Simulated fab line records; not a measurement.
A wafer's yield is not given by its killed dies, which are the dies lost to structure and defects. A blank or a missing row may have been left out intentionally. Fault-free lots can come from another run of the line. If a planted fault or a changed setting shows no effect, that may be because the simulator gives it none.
fab line records | flow nandHarc
record: lots: 6 wafers: 18 lastDay: 32
route steps=1302 shown A_DECK1_JOINT@535 A_ONON_D2@545 END@1302
lots untouched by any fault: they come from a run of this same line in which no faults occurred
startH: hours from the record's opening day to when the first of the lot's shown wafers began | waitH: hours from the lot's prior step to this one | " repeats the value in the row above | L1.1+2: a row that stands for several wafers | - value missing, or start not given | * or withheld: withheld | < > ~ a bound
route shown NAME@n: a module of which the file shows steps, and the number in the route of the first | usual: mean/standard deviation of fault-free wafers | same: alike in all rows | chamber/n: place in a boat | sites: each site's reading | _std_site: standard deviation of those values | _edge_site: mean of outer sites minus mean of inner sites | radiusMm: for every site, how far away it sits from the centre of the wafer | mask NAME#n: copy n | behind: the most recent tool/chamber to have shaped the wafer | hold: cause of the lot's hold/its duration in hours/its outcome | device: names the non-switching transistor (n, p or np) | end of line: tests of these same wafers at the route's end | for a step that has no rows: nothing shown but its recipe | killed: dies lost to structure and defects at the first sort, not the wafer's yield | map: per-die view of a wafer (x killed, . not killed, _ where there is no die)
set.NAME: the setting as run; set.NAME@STEP: as run at that earlier step | model.NAME: the simulator's own value behind a step, which no gauge read
lots at selected steps of the route; one table per step, one row per wafer
services: when a tool's chamber went out of use (startH, in hours from the record's first day, below 0 if earlier), for how many hours, and the reason
== steps ==
step: NHARC_A_DECK1_JOINT_CURE_26
recipe: tempC: 150 timeS: 32 pressureAtm: 0.395
step: NHARC_A_DECK1_JOINT_ANNEAL_27
recipe: tempC: 400 timeS: 3600 idleTempC: 300 rampUpCPerMin: 10 densificationPH2oTorr: 640
step: NHARC_A_DECK1_JOINT_ANNEAL_28
recipe: tempC: 500 timeS: 1800 idleTempC: 400 rampUpCPerMin: 10 densificationPH2oTorr: 640
step: NHARC_A_DECK1_JOINT_ANNEAL_29
recipe: tempC: 750 timeS: 1800 idleTempC: 500 rampUpCPerMin: 10 rampDownCPerMin: 3
step: NHARC_A_DECK1_JOINT_CMP_02
recipe: material: SiOx
usual: motorCurrentA: 11.7/1.1
columns lot.wafer tool chamber startH waitH motorCurrentA
L290.4 cmp-04 0 304.59 0.4 9.7
L290.2 " 3 " " 11.3
L290.6 " 0 " " 10.8
L297.4 cmp-03 1 352.96 0.4 12.5
L297.1 " 3 " " 11.0
L297.6 " 0 " " 12.5
L303.1 cmp-03 2 419.87 0.4 11.9
L303.3 " 3 " " 11.4
L303.6 " 2 " " 12.5
L305.2 cmp-01 0 427.18 0.4 14.1
L305.4 " 2 " " 12.1
L305.6 " 0 " " 14.1
L308.1 cmp-03 3 472.94 0.4 10.8
L308.3 " 2 " " 12.6
L308.5 " 3 " " 10.3
L309.1 cmp-04 2 472.99 0.4 12.8
L309.2 " 3 " " 11.2
L309.6 " 1 " " 10.0
step: NHARC_A_DECK1_JOINT_SRD_15
step: NHARC_A_DECK1_JOINT_DEP_16
recipe: targetThkA: 450 tempC: 400 pressureTorr: 6.5 rfW: 900 teosFlowSccm: 161.4 flowSccm: 2650 targetThkNm: 45 gas: O2 material: SiO2
usual: flowSccm: 2651/7.8 heaterPowerW: 559/64 throttleValvePct: 16.0/0.51
columns lot.wafer tool chamber startH waitH flowSccm heaterPowerW throttleValvePct
L290.2 pecvd-04 0 305.03 0.1 2632 478 15.3
L290.4 " 0 " " 2633 489 15.5
L290.6 " 0 " " 2647 491 15.5
L297.1 pecvd-04 1 353.34 0.1 2645 483 15.7
L297.4 " 0 " " 2650 568 15.6
L297.6 " 1 " " 2649 495 15.7
L303.3 pecvd-01 1 420.24 0.1 2662 540 16.6
L303.1 " 0 " " 2660 526 15.5
L303.6 " 2 " " 2644 541 15.6
L305.2 pecvd-04 1 427.61 0.1 2644 575 16.2
L305.4 " 0 " " 2659 562 15.8
L305.6 " 0 " " 2659 566 15.7
L309.1 pecvd-03 2 473.36 0.1 2650 534 16.9
L309.2 " 0 " " 2651 605 16.4
L309.6 " 0 " " 2637 609 16.2
L308.3 pecvd-01 1 473.37 0.1 2661 572 16.5
L308.1 " 2 " " 2659 499 15.6
L308.5 " 1 " " 2653 574 16.8
step: NHARC_A_DECK1_JOINT_THK_MEAS_17
recipe: thkMeasGauge: ellipsometry
usual: thkNm: 45.1/1.1
columns lot.wafer tool chamber startH waitH thkNm
L290.2 filmMetro-01 - 305.35 0.3 45.3
L290.4 " - " " 44.8
L290.6 " - " " 45.4
L297.1 filmMetro-02 - 353.71 0.3 43.1
L297.4 " - " " 46.1
L297.6 " - " " 45.4
L303.1 filmMetro-01 - 420.52 0.2 45.4
L303.3 " - " " 44.4
L303.6 " - " " 46.0
L305.2 filmMetro-01 - 427.93 0.3 43.1
L305.4 " - " " 45.9
L305.6 " - " " 44.2
L309.1 filmMetro-02 - 473.61 0.2 43.8
L309.2 " - " " 46.0
L309.6 " - " " 41.5
L308.1 filmMetro-02 - 473.62 0.2 45.3
L308.3 " - " " 43.7
L308.5 " - " " 44.6
step: NHARC_A_DECK1_JOINT_INSPECT_05
usual: rawDefectCount: 298/110
columns lot.wafer tool chamber startH waitH rawDefectCount
L290.2 defectInspect-02 - 305.39 0.0 259
L290.4 " - " " 206
L290.6 " - " " 335
L297.1 defectInspect-02 - 353.75 0.0 362
L297.4 " - " " 411
L297.6 " - " " 324
L303.1 defectInspect-01 - 420.55 0.0 248
L303.3 " - " " 340
L303.6 " - " " 285
L305.2 defectInspect-01 - 427.97 0.0 298
L305.4 " - " " 212
L305.6 " - " " 274
L309.1 defectInspect-01 - 473.64 0.0 238
L309.2 " - " " 419
L309.6 " - " " 152
L308.1 defectInspect-02 - 473.65 0.0 257
L308.3 " - " " 265
L308.5 " - " " 458
step: NHARC_A_ONON_D2_DEP_00
recipe: targetThkA: 10000 n2FlowSccm: 2750 n2oFlowSccm: 2000 nh3FlowSccm: 500 sih4FlowSccm: 210 tempC: 400
step: NHARC_A_ONON_D2_THK_MEAS_02
recipe: thkMeasGauge: ellipsometry
usual: thkNm: 1001/9.2
columns lot.wafer tool chamber startH waitH thkNm
L290.2 filmMetro-02 - 305.97 - 984
L290.4 " - " " 986
L290.6 " - " " 987
L297.1 filmMetro-01 - 354.32 - 1015
L297.4 " - " " 1014
L297.6 " - " " 1012
L303.1 filmMetro-02 - 421.13 - 993
L303.3 " - " " 991
L303.6 " - " " 992
L305.2 filmMetro-01 - 428.55 - 988
L305.4 " - " " 989
L305.6 " - " " 987
L309.1 filmMetro-02 - 474.22 - 995
L309.2 " - " " 996
L309.6 " - " " 997
L308.1 filmMetro-01 - 474.24 - 1010
L308.3 " - " " 1010
L308.5 " - " " 1008
step: NHARC_A_ONON_D2_DEP_03
recipe: targetThkA: 10000 n2FlowSccm: 2750 n2oFlowSccm: 2000 nh3FlowSccm: 500 sih4FlowSccm: 210 tempC: 400
usual: n2FlowSccm: 2751/7.7
columns lot.wafer tool chamber startH waitH n2FlowSccm
L290.2 pecvdOnon-01 0 306.08 0.1 2754
L290.4 " 0 " " 2761
L290.6 " 0 " " 2757
L297.1 pecvdOnon-02 0 354.37 0.1 2762
L297.4 " 0 " " 2760
L297.6 " 0 " " 2754
L303.1 pecvdOnon-01 0 421.19 0.1 2767
L303.3 " 0 " " 2755
L303.6 " 0 " " 2761
L305.2 pecvdOnon-01 0 428.66 0.1 2754
L305.4 " 0 " " 2737
L305.6 " 0 " " 2746
L309.1 pecvdOnon-03 0 474.28 0.1 2748
L309.2 " 0 " " 2745
L309.6 " 0 " " 2751
L308.1 pecvdOnon-02 0 474.29 0.1 2742
L308.3 " 0 " " 2765
L308.5 " 0 " " 2752
step: NHARC_A_ONON_D2_THK_MEAS_05
recipe: thkMeasGauge: ellipsometry
usual: thkNm: 1001/8.5
columns lot.wafer tool chamber startH waitH thkNm
L290.2 filmMetro-01 - 306.54 - 1005
L290.4 " - " " 1006
L290.6 " - " " 1005
L297.1 filmMetro-01 - 354.88 - 983
L297.4 " - " " 981
L297.6 " - " " 982
L303.1 filmMetro-02 - 421.70 - 1031
L303.3 " - " " 1033
L303.6 " - " " 1030
L305.2 filmMetro-02 - 429.12 - 1037
L305.4 " - " " 1035
L305.6 " - " " 1036
L309.1 filmMetro-02 - 474.79 - 996
L309.2 " - " " 997
L309.6 " - " " 997
L308.1 filmMetro-01 - 474.81 - 997
L308.3 " - " " 998
L308.5 " - " " 999
step: NHARC_A_ONON_D2_DEP_06
recipe: targetThkA: 10000 n2FlowSccm: 2750 n2oFlowSccm: 2000 nh3FlowSccm: 500 sih4FlowSccm: 210 tempC: 400
step: NHARC_END_SORT_01
recipe: tempC: 25
usual: killedAtArray: 57/18 killedAtOther: 0.9/1.3 killedAtPeriphery: 3.5/2.2 killedDies: 62/18 killedOpen: 3.0/1.7 killedShort: 2.3/1.5
same: grossDies: 677
columns lot.wafer tool chamber startH waitH killedAtArray killedAtOther killedAtPeriphery killedDies killedOpen killedShort
L290.2 prober-02 0 592.01 2.8 75 3 0 78 4 1
L290.4 prober-02 0 593.60 3.4 68 1 5 74 3 3
L290.6 prober-02 0 595.19 4.0 69 0 5 74 2 2
L303.1 prober-02 0 706.46 2.5 179 0 3 182 1 5
L303.3 prober-02 0 708.09 3.1 175 1 6 182 4 3
L303.6 prober-02 0 710.54 4.1 169 0 4 173 5 5
L305.2 prober-01 0 707.18 2.7 174 0 2 176 1 4
L305.4 prober-01 0 708.77 3.4 187 0 1 188 4 2
L305.6 prober-01 0 710.35 4.0 199 0 1 200 3 4
killed by level:class
L290.2 A_CHANNEL_HOLE_D1:chamberFilmFlake=33 A_SLIT:chamberFilmFlake=20 A_CHANNEL_HOLE_D2:chamberFilmFlake=4 A_STAIRCASE:chamberFilmFlake=4 A_BONDPAD:chamberFilmFlake=4 A_CHANNEL_FILL_D2:chamberFilmFlake=3 THIN_TSV:chamberFilmFlake=3 A_CHANNEL_FILL_D1:geometricParticle:open=1
L290.4 A_CHANNEL_HOLE_D1:chamberFilmFlake=29 A_SLIT:chamberFilmFlake=16 A_CHANNEL_HOLE_D2:chamberFilmFlake=6 A_STAIRCASE:chamberFilmFlake=5 A_CONTACT:chamberFilmFlake=3 A_CHANNEL_FILL_D2:chamberFilmFlake=3 P_ZERO_WELL:chamberFilmFlake=2 A_SGD_CUT:chamberFilmFlake=2
L290.6 A_CHANNEL_HOLE_D1:chamberFilmFlake=30 A_SLIT:chamberFilmFlake=25 A_CHANNEL_HOLE_D2:chamberFilmFlake=8 P_ZERO_WELL:chamberFilmFlake=2 A_STAIRCASE:chamberFilmFlake=2 P_M0:geometricParticle:short=1 P_M0:geometricParticle:open=1 A_CHANNEL_HOLE_D1:geometricParticle:open=1
L303.1 A_ONON_D2:areaDep=117 A_SLIT:chamberFilmFlake=24 A_CHANNEL_HOLE_D2:chamberFilmFlake=13 A_CHANNEL_HOLE_D1:chamberFilmFlake=9 A_STAIRCASE:chamberFilmFlake=6 A_ONON_D2:geometricParticle:short=2 A_BLC:chamberFilmFlake=2 A_SGD_CUT:chamberFilmFlake=2
L305.2 A_ONON_D2:areaDep=114 A_CHANNEL_HOLE_D1:chamberFilmFlake=27 A_CHANNEL_HOLE_D2:chamberFilmFlake=11 A_CONTACT:chamberFilmFlake=10 A_WL_FILL:geometricParticle:short=2 A_SLIT:chamberFilmFlake=2 A_DECK1_JOINT:chamberFilmFlake=2 A_STAIRCASE:chamberFilmFlake=2
L303.3 A_ONON_D2:areaDep=108 A_SLIT:chamberFilmFlake=25 A_CHANNEL_HOLE_D2:chamberFilmFlake=21 A_STAIRCASE:chamberFilmFlake=5 P_GATE:chamberFilmFlake=4 A_CHANNEL_FILL_D2:chamberFilmFlake=4 A_DECK1_JOINT:chamberFilmFlake=3 A_CHANNEL_HOLE_D1:chamberFilmFlake=2
L305.4 A_ONON_D2:areaDep=119 A_CHANNEL_HOLE_D1:chamberFilmFlake=30 A_CHANNEL_HOLE_D2:chamberFilmFlake=20 A_CONTACT:chamberFilmFlake=6 A_CHANNEL_FILL_D2:geometricParticle:short=2 A_SGD_CUT:geometricParticle:open=2 A_DECK1_JOINT:chamberFilmFlake=2 A_STAIRCASE:chamberFilmFlake=2
L305.6 A_ONON_D2:areaDep=120 A_CHANNEL_HOLE_D1:chamberFilmFlake=30 A_CHANNEL_HOLE_D2:chamberFilmFlake=29 A_CONTACT:chamberFilmFlake=5 A_STAIRCASE:chamberFilmFlake=3 A_BLC:chamberFilmFlake=3 A_CONTACT:geometricParticle:open=2 A_SOURCE_PLATE:geometricParticle:open=1
L303.6 A_ONON_D2:areaDep=111 A_SLIT:chamberFilmFlake=24 A_CHANNEL_HOLE_D2:chamberFilmFlake=9 A_CHANNEL_HOLE_D1:chamberFilmFlake=6 A_DECK1_JOINT:chamberFilmFlake=3 A_BLC:chamberFilmFlake=3 A_ONON_D1:geometricParticle:short=2 A_STAIRCASE:chamberFilmFlake=2
map L303.1 (x killed, . not)
____________.____________
_________......._________
_______..........._______
______.xx.x....x...______
_____..xx....xxx...._____
____.......x.........____
____...xx...xx.....x.____
___.....x.x...x.......___
___.....x.............___
__......xxx.....x...x..__
__...x..x........x..xx.__
_.x.........x.x.....xx.x_
_.x.........xx...x......_
_x..x.x....x......x....x_
_xxx.......x.x...x......_
_.x....x.xxx.x.x........_
xx.x.....x...x.x.........
..xx...................x.
x.x......xx....x....xx...
........x.x.x...x........
.........x..x.x..xx.x.xx.
_xx..x......xxxx..x.xx.._
_...x......x.xxxx.x....._
_.x......x.xxxxxxx......_
_.xx........xxxxx..xx.x._
_....xx....xxxxxxx......_
__xxxx....xx.xxx.......__
__x.........x.xx.......__
___xx.x....xxxx..x.x..___
___x.x...x...x.......x___
____.x.x......xx.x.x.____
____...x...x..xxxxx..____
_____xx..x..x......._____
______x..x.x.....x.______
_______x.....x...._______
_________....x.._________
____________.____________
map L305.6 (x killed, . not)
____________.____________
_________.x.x.x._________
_______.x........._______
______........x....______
_____...x..........._____
____....x...x.x..x...____
____..........x..x..x____
___...x.x..x.......x.x___
___x.x....x...xx.x....___
__...x.......x...x....x__
__..x......x....xx.....__
_..x.........x.....xx..._
_x...xx.x...x..x........_
_x......xx...x.x...xxx.._
_.....x.x.....x........._
_x..x..x....x.....x....._
x...........x...x..x..x.x
......x...x..x..x........
x.....x..xx..x.x...xx....
xxx.x......xx.x...x..x.x.
..x..x..x....x.x...x..x.x
_xxxx.xxx..xx.x.x..xx..x_
_xxxxx....xxx.xx....x..._
_xxxxx....xx.xxx...x.x.x_
_xxxxx...xx.xxxxxx.x.x.._
_.xx.x..xx..xxxx...x...x_
__x.x.....x.x.xx.x..x..__
__xxx..xx.....x.x......__
___....x.x...xx.x.....___
___x........x...xx..x.___
____x..xx...x.x......____
____....xx.......x...____
_____.x.x..........._____
______x............______
_______x.x.....x.._______
_________..x.x.x_________
____________.____________
== services ==
columns tool chamber startH hours kind
cmp-01 - 287.44 4.0 pm
pecvd-03 1 293.31 4.6 repair
cmp-04 - 307.14 4.0 pm
pecvd-01 - 311.00 13.0 pm
cmp-01 - 318.82 1.5 repair
cmp-04 - 339.60 0.5 repair
pecvd-04 - 350.65 0.4 repair
cmp-01 - 351.95 2.8 repair
cmp-03 - 358.20 4.0 pm
pecvd-03 - 366.08 13.0 pm
pecvdOnon-02 - 366.09 13.0 pm
cmp-01 - 385.44 4.0 pm
pecvd-04 0 404.40 9.7 repair
cmp-04 - 405.14 4.0 pm
pecvdOnon-03 - 408.00 13.0 pm
cmp-01 - 413.66 1.3 repair
pecvd-04 - 433.62 0.3 repair
cmp-04 - 446.85 2.5 repair
pecvdOnon-01 - 450.00 13.0 pm
pecvd-04 - 450.16 13.0 pm
cmp-03 - 455.81 1.2 repair
cmp-03 - 457.05 4.0 pm
cmp-01 - 465.06 0.2 repair
pecvd-01 - 473.91 1.7 repair
== key ==
firstSign: step: NHARC_A_ONON_D2_THK_MEAS_05 reading: thkNm direction: up sigmas: 3.9 usual: 1001 struck: 1034
effect: step: NHARC_END_SORT_01 reading: killedAtArray direction: up sigmas: 6.9 usual: 57 struck: 180
moreKillsBornAt: NHARC_A_ONON_D2_DEP_03@pecvdOnon-01: 689
metAt NHARC_A_ONON_D2_DEP_03
struckWafers L303.1,L303.3,L303.6,L305.2,L305.4,L305.6
testerLeftOut L303,L305
onsetBetween 306.08 421.19
fault: kind: processParameterDrift tool: pecvdOnon-01 chamber: - onsetH: 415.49 steps: NHARC_A_ONON_D2_DEP_03 channel: targetThkA offset: * shape: step endH: 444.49 actsIn: * stated: *
testerLeftOut: of these lots the tester's yield and bins aren't shown, on N5 and GAA mostly nor the transistor test; their killed dies are dies lost to structure and defects alone, not to doping, threshold or leakage, so they don't give the yield
